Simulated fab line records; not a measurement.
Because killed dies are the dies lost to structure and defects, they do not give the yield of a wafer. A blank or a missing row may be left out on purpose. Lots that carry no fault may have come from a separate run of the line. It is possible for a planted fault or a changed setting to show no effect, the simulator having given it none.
Chamber matching | flow nand harc | rie diel-13 running NHARC_A_CONTACT_DESCUM_74: 4 sister chambers
The step chemistry O2, time 3 s. 4 wafers are shown with their chamber, then 12 later ones without.

== WAFERS WITH THEIR CHAMBER ==
wafer  | chamber | drypump motor current A (A)
L090.1 | 0       | 5.2
L091.3 | 1       | 5.2
L091.5 | 3       | 5.4
L091.6 | 2       | 6.2

== WAFERS WITH NO CHAMBER GIVEN ==
wafer  | drypump motor current A (A)
L093.4 | 5.3
L093.5 | 5.2
L093.6 | 6.2
L095.1 | 5.2
L095.2 | 5.4
L095.6 | 5.2
L096.1 | 5.4
L096.2 | 5.2
L096.5 | 5.2
L097.1 | 5.2
L097.3 | 5.4
L097.4 | 5.2

== WHICH CHAMBER EACH ONE RAN IN ==
wafer  | from the rows above          | in truth
L093.4 | can't be placed: 0 or 1 or 3 | 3
L093.5 | can't be placed: 0 or 1      | 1
L093.6 | 2                            | 2
L095.1 | can't be placed: 0 or 1      | 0
L095.2 | 3                            | 3
L095.6 | can't be placed: 0 or 1      | 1
L096.1 | 3                            | 3
L096.2 | can't be placed: 0 or 1      | 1
L096.5 | can't be placed: 0 or 1      | 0
L097.1 | can't be placed: 0 or 1      | 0
L097.3 | 3                            | 3
L097.4 | can't be placed: 0 or 1      | 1
4 of 12 placed correctly. These rows do not allow placing 8 (true chamber among the candidates in 8). Number placed wrongly: 0.
How it was worked out, from the rows above alone: a wafer's distance from a chamber is the root of the sum, over the readings, of the square of ((its reading less the chamber's mean) divided by the reading's scatter). If the next closest chamber is less than 2 further off than the closest, the wafer can't be placed; otherwise it belongs to the closest. A chamber's mean is the mean of its shown wafers. The scatter: with one shown wafer a chamber, the root of the mean of the squares of how far each hidden wafer lies from its nearest shown one.
